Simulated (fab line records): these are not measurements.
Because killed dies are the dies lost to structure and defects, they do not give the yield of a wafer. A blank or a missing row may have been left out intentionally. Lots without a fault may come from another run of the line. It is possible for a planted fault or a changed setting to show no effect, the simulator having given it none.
The tool behind it: which one? | flow n5-finfet | 69 wafers from 23 lots sampled at 5 of the route's 1938 steps

WHAT EACH GAUGE READ, for each wafer
N5_FIN_SAQP_CD_MEAS_27: the cd target is 20 nm.
lot  | measured    | on        | cd-nm (nm)
L074 | day 2 02:06 | cd-sem-01 | 20.43 20.03 20.07
L075 | day 2 06:04 | cd-sem-02 | 20.09 20.26 20.77
L076 | day 2 12:36 | cd-sem-02 | 20.32 19.89 19.98
L077 | day 2 18:57 | cd-sem-02 | 20.15 20.18 20.60
L078 | day 3 00:07 | cd-sem-01 | 20.33 20.45 20.35
L079 | day 3 06:16 | cd-sem-02 | 20.44 20.24 20.12
L080 | day 3 12:43 | cd-sem-02 | 20.26 20.04 20.20
L081 | day 3 17:58 | cd-sem-01 | 20.14 20.53 20.30
L082 | day 3 23:59 | cd-sem-03 | 20.42 20.10 20.43
L083 | day 4 06:44 | cd-sem-02 | 20.46 20.39 20.09
L084 | day 4 13:46 | cd-sem-02 | 20.50 20.42 20.37
L085 | day 4 21:20 | cd-sem-02 | 20.22 20.24 19.90
L086 | day 5 00:53 | cd-sem-03 | 20.53 20.30 20.27
L087 | day 5 05:57 | cd-sem-02 | 20.56 20.38 20.01
L089 | day 5 19:12 | cd-sem-02 | 20.57 20.35 20.42
L090 | day 6 00:07 | cd-sem-02 | 20.27 20.51 20.26
L091 | day 6 07:16 | cd-sem-03 | 20.34 19.84 20.22
L092 | day 6 11:48 | cd-sem-02 | 20.19 20.29 20.37
L093 | day 6 17:37 | cd-sem-03 | 20.10 20.20 20.43
L094 | day 7 01:14 | cd-sem-01 | 20.51 20.18 20.10
L095 | day 7 07:34 | cd-sem-02 | 20.23 20.31 20.32
L096 | day 7 13:02 | cd-sem-03 | 20.08 20.05 20.25
L097 | day 7 17:44 | cd-sem-01 | 20.46 20.49 20.23

N5_FIN_CUT_OVL_MEAS_09.
lot  | measured    | on         | FIN_CUT_OVL (nm)
L074 | day 2 05:49 | overlay-01 | -0.5 -0.8 -0.5
L075 | day 2 08:32 | overlay-02 | 0.9 -0.2 0.8
L076 | day 2 15:11 | overlay-02 | 0.0 -0.6 -0.2
L077 | day 2 21:51 | overlay-02 | 0.9 0.5 1.0
L078 | day 3 03:00 | overlay-02 | -0.6 0.5 0.5
L079 | day 3 09:21 | overlay-01 | -0.2 -0.8 0.8
L080 | day 3 15:19 | overlay-02 | -0.4 -1.1 0.4
L081 | day 3 21:00 | overlay-02 | 0.6 1.6 0.3
L082 | day 4 03:21 | overlay-02 | 0.7 0.8 0.9
L083 | day 4 09:44 | overlay-02 | -0.3 0.3 0.0
L084 | day 4 18:19 | overlay-02 | 0.3 -0.3 -0.1
L085 | day 5 00:58 | overlay-01 | -0.7 0.2 0.1
L086 | day 5 03:31 | overlay-01 | -0.5 0.3 1.2
L087 | day 5 08:41 | overlay-02 | -0.4 0.1 0.3
L089 | day 5 22:02 | overlay-01 | -0.2 0.6 -0.2
L090 | day 6 03:08 | overlay-01 | 0.0 -0.7 -0.3
L091 | day 6 09:52 | overlay-02 | -0.9 -1.1 0.0
L092 | day 6 14:33 | overlay-02 | -0.6 -0.2 0.1
L093 | day 6 20:36 | overlay-02 | 0.4 0.9 0.5
L094 | day 7 04:31 | overlay-01 | -0.5 1.6 0.6
L095 | day 7 10:56 | overlay-01 | -0.6 -0.5 -0.8
L096 | day 7 15:29 | overlay-02 | -1.3 -0.8 -0.2
L097 | day 7 20:37 | overlay-02 | -0.2 -0.4 0.0

WHICH TOOL RAN EACH LOT (tool, then ch and the chambers of the sampled wafers, then the start)
lot  | N5_FIN_SAQP_ETCH_57               | N5_FIN_SAQP_MANDREL_ETCH_58     | N5_FIN_SAQP_ETCH_34
L074 | rie-diel-01 ch 0,1,3, day 2 02:14 | rie-si-06 ch 1,2, day 2 02:23   | rie-diel-03 ch 0,2,3, day 2 04:53
L075 | rie-diel-01 ch 0,1,3, day 2 06:07 | rie-si-05 ch 0,1,2, day 2 06:15 | rie-diel-03 ch 0,1,2, day 2 07:44
L076 | rie-diel-02 ch 1,2,3, day 2 12:39 | rie-si-06 ch 0,1,2, day 2 12:47 | rie-diel-01 ch 0,1,2, day 2 14:16
L077 | rie-diel-01 ch 0,2, day 2 19:10   | rie-si-06 ch 0,1,3, day 2 19:19 | rie-diel-02 ch 1,2,3, day 2 20:55
L078 | rie-diel-03 ch 1,2,3, day 3 00:14 | rie-si-06 ch 0,1,3, day 3 00:22 | rie-diel-01 ch 0,1, day 3 02:11
L079 | rie-diel-03 ch 2,3, day 3 06:19   | rie-si-03 ch 0,2,3, day 3 06:28 | rie-diel-03 ch 1,3, day 3 08:26
L080 | rie-diel-01 ch 0,1,2, day 3 12:46 | rie-si-06 ch 2,3, day 3 12:55   | rie-diel-03 ch 2,3, day 3 14:31
L081 | rie-diel-03 ch 0,1, day 3 18:01   | rie-si-06 ch 1,2,3, day 3 18:10 | rie-diel-03 ch 0,1,2, day 3 20:12
L082 | rie-diel-01 ch 0,2,3, day 4 00:02 | rie-si-06 ch 2,3, day 4 00:11   | rie-diel-01 ch 2,3, day 4 02:25
L083 | rie-diel-02 ch 0,1, day 4 06:53   | rie-si-03 ch 1,2,3, day 4 07:02 | rie-diel-02 ch 0,3, day 4 08:53
L084 | rie-diel-01 ch 0,3, day 4 13:51   | rie-si-05 ch 2,3, day 4 13:59   | rie-diel-03 ch 2,3, day 4 17:23
L085 | rie-diel-02 ch 2,3, day 4 21:29   | rie-si-05 ch 0,1, day 4 21:38   | rie-diel-03 ch 1,2, day 4 23:59
L086 | rie-diel-02 ch 0,1,3, day 5 00:56 | rie-si-05 ch 1,2, day 5 01:05   | rie-diel-02 ch 0,2,3, day 5 02:36
L087 | rie-diel-02 ch 2,3, day 5 06:09   | rie-si-06 ch 1,2, day 5 06:17   | rie-diel-02 ch 0,2,3, day 5 07:46
L089 | rie-diel-01 ch 0,1, day 5 19:15   | rie-si-06 ch 0,1, day 5 19:23   | rie-diel-01 ch 0,2,3, day 5 21:14
L090 | rie-diel-03 ch 0,2,3, day 6 00:23 | rie-si-06 ch 0,1,3, day 6 00:31 | rie-diel-02 ch 0,1,3, day 6 02:20
L091 | rie-diel-02 ch 0,1,3, day 6 07:19 | rie-si-06 ch 2,3, day 6 07:28   | rie-diel-02 ch 1, day 6 09:01
L092 | rie-diel-02 ch 1,2,3, day 6 11:50 | rie-si-03 ch 0,3, day 6 11:59   | rie-diel-02 ch 0,1,2, day 6 13:44
L093 | rie-diel-03 ch 0,1,3, day 6 17:40 | rie-si-06 ch 1,2,3, day 6 17:49 | rie-diel-02 ch 1,2,3, day 6 19:40
L094 | rie-diel-01 ch 2,3, day 7 01:22   | rie-si-06 ch 2,3, day 7 01:30   | rie-diel-02 ch 0,2, day 7 03:43
L095 | rie-diel-03 ch 0,2, day 7 07:36   | rie-si-03 ch 0,1,3, day 7 07:44 | rie-diel-02 ch 0,1, day 7 10:00
L096 | rie-diel-03 ch 0,1,2, day 7 13:05 | rie-si-06 ch 0,1, day 7 13:13   | rie-diel-02 ch 0,1,2, day 7 14:42
L097 | rie-diel-01 ch 2,3, day 7 17:47   | rie-si-03 ch 0,1,2, day 7 17:56 | rie-diel-03 ch 0,2,3, day 7 19:46
- N5_FIN_SAQP_ETCH_57: etches SiNx in CH3F/O2, target depth 32.5 nm, time 46.4 s.
- N5_FIN_SAQP_MANDREL_ETCH_58: etches a-Si in HBr/Cl2, stops on SiNx, target depth 45 nm, bt time 10 s, time 27 s.
- N5_FIN_SAQP_ETCH_34: etches SiO2 in C4F6/O2, target depth 45 nm, time 15 s.

WHAT THE TOOLS THEMSELVES READ (means of the sampled wafers that have a number; where no wafer has one, the mark that the record gives instead)
N5_FIN_SAQP_ETCH_57.
lot  | tool        | drypump-motor-current-A (A) | etch-rf-on-time-s (s) | oes-product-au (a.u.) | rf-vpp-V (V) | showerhead-plenum-p-Torr (Torr) | throttle-valve-pct (%)
L074 | rie-diel-01 | 6.1                         | 45.7                  | 0.58                  | 294.1        | 1.98                            | 16.35
L075 | rie-diel-01 | 6.1                         | 46.7                  | 0.58                  | 293.8        | 1.98                            | 16.35
L076 | rie-diel-02 | 5.4                         | 45.3                  | 0.65                  | 296.0        | 2.00                            | 16.43
L077 | rie-diel-01 | 5.8                         | 45.7                  | 0.66                  | 292.2        | 2.03                            | 16.04
L078 | rie-diel-03 | 6.2                         | 44.4                  | 0.64                  | 297.2        | 1.99                            | 16.35
L079 | rie-diel-03 | 6.4                         | 46.3                  | 0.64                  | 299.5        | 1.94                            | 16.36
L080 | rie-diel-01 | 5.9                         | 47.0                  | 0.62                  | 292.9        | 2.01                            | 16.24
L081 | rie-diel-03 | 6.1                         | 46.9                  | 0.61                  | 298.3        | 2.01                            | 16.22
L082 | rie-diel-01 | 6.0                         | 45.8                  | 0.71                  | 295.0        | 2.07                            | 16.03
L083 | rie-diel-02 | 5.0                         | 45.5                  | 0.65                  | 296.3        | 1.95                            | 16.12
L084 | rie-diel-01 | 6.2                         | 45.9                  | 0.73                  | 298.7        | 2.11                            | 16.02
L085 | rie-diel-02 | 5.8                         | 45.8                  | 0.67                  | 298.7        | 2.04                            | 16.50
L086 | rie-diel-02 | 5.4                         | 45.5                  | 0.67                  | 297.1        | 1.99                            | 16.16
L087 | rie-diel-02 | 5.7                         | 45.8                  | 0.62                  | 295.6        | 2.04                            | 16.69
L089 | rie-diel-01 | 6.1                         | 46.4                  | 0.66                  | 293.3        | 2.02                            | 16.15
L090 | rie-diel-03 | 6.3                         | 46.9                  | 0.61                  | 297.2        | 1.96                            | 16.37
L091 | rie-diel-02 | 5.4                         | 46.0                  | 0.66                  | 296.4        | 1.98                            | 16.18
L092 | rie-diel-02 | 5.4                         | 45.8                  | 0.72                  | 297.0        | 1.99                            | 16.35
L093 | rie-diel-03 | 6.1                         | 46.3                  | 0.61                  | 297.5        | 2.01                            | 16.41
L094 | rie-diel-01 | 6.0                         | 45.7                  | 0.72                  | 296.3        | 2.08                            | 16.01
L095 | rie-diel-03 | 6.3                         | 47.3                  | 0.59                  | 299.5        | 1.94                            | 16.26
L096 | rie-diel-03 | 6.2                         | 46.8                  | 0.61                  | 299.3        | 1.98                            | 16.27
L097 | rie-diel-01 | 5.8                         | 46.6                  | 0.68                  | 293.8        | 2.04                            | 16.05

N5_FIN_SAQP_MANDREL_ETCH_58.
lot  | tool      | drypump-motor-current-A (A) | mfc-cl2-sccm (sccm) | oes-product-au (a.u.) | throttle-valve-pct (%)
L074 | rie-si-06 | 5.2                         | 80.05               | 0.699                 | 35.53
L075 | rie-si-05 | 5.4                         | 79.79               | 0.689                 | 35.54
L076 | rie-si-06 | 5.7                         | 80.06               | 0.693                 | 35.49
L077 | rie-si-06 | 5.5                         | 79.98               | 0.689                 | 35.65
L078 | rie-si-06 | 5.5                         | 80.02               | 0.694                 | 35.63
L079 | rie-si-03 | 5.9                         | 79.69               | 0.703                 | 35.49
L080 | rie-si-06 | 5.8                         | 79.82               | 0.705                 | 35.92
L081 | rie-si-06 | 5.5                         | 80.10               | 0.701                 | 35.72
L082 | rie-si-06 | 5.8                         | 80.16               | 0.705                 | 35.92
L083 | rie-si-03 | 5.7                         | 79.89               | 0.691                 | 35.46
L084 | rie-si-05 | 5.5                         | 80.20               | 0.673                 | 35.57
L085 | rie-si-05 | 5.2                         | 80.16               | 0.696                 | 35.49
L086 | rie-si-05 | 5.6                         | 79.99               | 0.687                 | 35.58
L087 | rie-si-06 | 5.2                         | 79.92               | 0.700                 | 35.52
L089 | rie-si-06 | 5.2                         | 80.13               | 0.694                 | 35.44
L090 | rie-si-06 | 5.5                         | 79.82               | 0.702                 | 35.63
L091 | rie-si-06 | 5.9                         | 79.95               | 0.706                 | 35.77
L092 | rie-si-03 | 6.1                         | 80.05               | 0.694                 | 35.58
L093 | rie-si-06 | 5.5                         | 80.23               | 0.706                 | 35.71
L094 | rie-si-06 | 5.8                         | 80.23               | 0.704                 | 35.93
L095 | rie-si-03 | 5.8                         | 79.91               | 0.694                 | 35.57
L096 | rie-si-06 | 5.7                         | 79.70               | 0.697                 | 35.40
L097 | rie-si-03 | 5.7                         | 79.87               | 0.698                 | 35.49

N5_FIN_SAQP_ETCH_34.
lot  | tool        | drypump-motor-current-A (A) | etch-rf-on-time-s (s) | oes-product-au (a.u.) | rf-vpp-V (V) | showerhead-plenum-p-Torr (Torr) | throttle-valve-pct (%)
L074 | rie-diel-03 | 6.3                         | 15.09                 | 0.63                  | 667          | 2.79                            | 21.02
L075 | rie-diel-03 | 6.2                         | 15.09                 | 0.63                  | 670          | 2.83                            | 20.87
L076 | rie-diel-01 | 5.9                         | 15.06                 | 0.63                  | 656          | 2.87                            | 20.90
L077 | rie-diel-02 | 5.4                         | 14.93                 | 0.65                  | 665          | 2.86                            | 21.16
L078 | rie-diel-01 | 6.1                         | 15.09                 | 0.60                  | 656          | 2.89                            | 20.93
L079 | rie-diel-03 | 6.0                         | 14.94                 | 0.63                  | 663          | 2.91                            | 21.07
L080 | rie-diel-03 | 6.4                         | 14.88                 | 0.63                  | 668          | 2.76                            | 21.05
L081 | rie-diel-03 | 6.2                         | 14.99                 | 0.62                  | 669          | 2.83                            | 20.88
L082 | rie-diel-01 | 5.8                         | 14.88                 | 0.73                  | 657          | 2.92                            | 20.70
L083 | rie-diel-02 | 5.7                         | 14.81                 | 0.72                  | 669          | 2.90                            | 20.94
L084 | rie-diel-03 | 6.3                         | 15.05                 | 0.62                  | 663          | 2.80                            | 21.23
L085 | rie-diel-03 | 6.2                         | 14.90                 | 0.64                  | 671          | 2.80                            | 20.92
L086 | rie-diel-02 | 5.6                         | 15.00                 | 0.66                  | 664          | 2.90                            | 21.10
L087 | rie-diel-02 | 5.6                         | 15.12                 | 0.65                  | 664          | 2.90                            | 21.10
L089 | rie-diel-01 | 6.0                         | 14.87                 | 0.68                  | 659          | 2.93                            | 20.78
L090 | rie-diel-02 | 5.4                         | 15.01                 | 0.67                  | 666          | 2.83                            | 20.90
L091 | rie-diel-02 | 4.8                         | 14.76                 | 0.60                  | 663          | 2.71                            | 20.97
L092 | rie-diel-02 | 5.3                         | 14.90                 | 0.72                  | 661          | 2.83                            | 20.95
L093 | rie-diel-02 | 5.4                         | 14.95                 | 0.71                  | 664          | 2.84                            | 21.11
L094 | rie-diel-02 | 5.5                         | 14.92                 | 0.73                  | 661          | 2.89                            | 20.85
L095 | rie-diel-02 | 5.3                         | 14.82                 | 0.66                  | 662          | 2.82                            | 20.78
L096 | rie-diel-02 | 5.3                         | 14.79                 | 0.71                  | 660          | 2.83                            | 20.97
L097 | rie-diel-03 | 6.3                         | 15.01                 | 0.60                  | 666          | 2.77                            | 21.07

THE ANSWER, worked out from the rows above alone
Rule: what is usual is taken from the lots themselves. Put in order of their means at a reading, lots are off if they are a third of the lots or fewer, leave a main group of 4 or more, and stand apart from it by a gap of 3 or more times the standard deviation of the main group's means; of several such gaps the widest counts. If all means in a main group match to the digits the tables above print for the reading, that group is not used. A lot without any number at a reading at which 4 lots or more have one is off too. The other lots that the step has rows for count as sound. After the gauges, taken in route order, come the tools' own readings; for these a lot's mean is taken, as printed above. At the first step where some lot is off, the reading lying furthest off is the one used; lots without a number count as furthest.
None of the lots is off at any reading shown; this tells nothing.

WHAT THE SIMULATOR PUT IN
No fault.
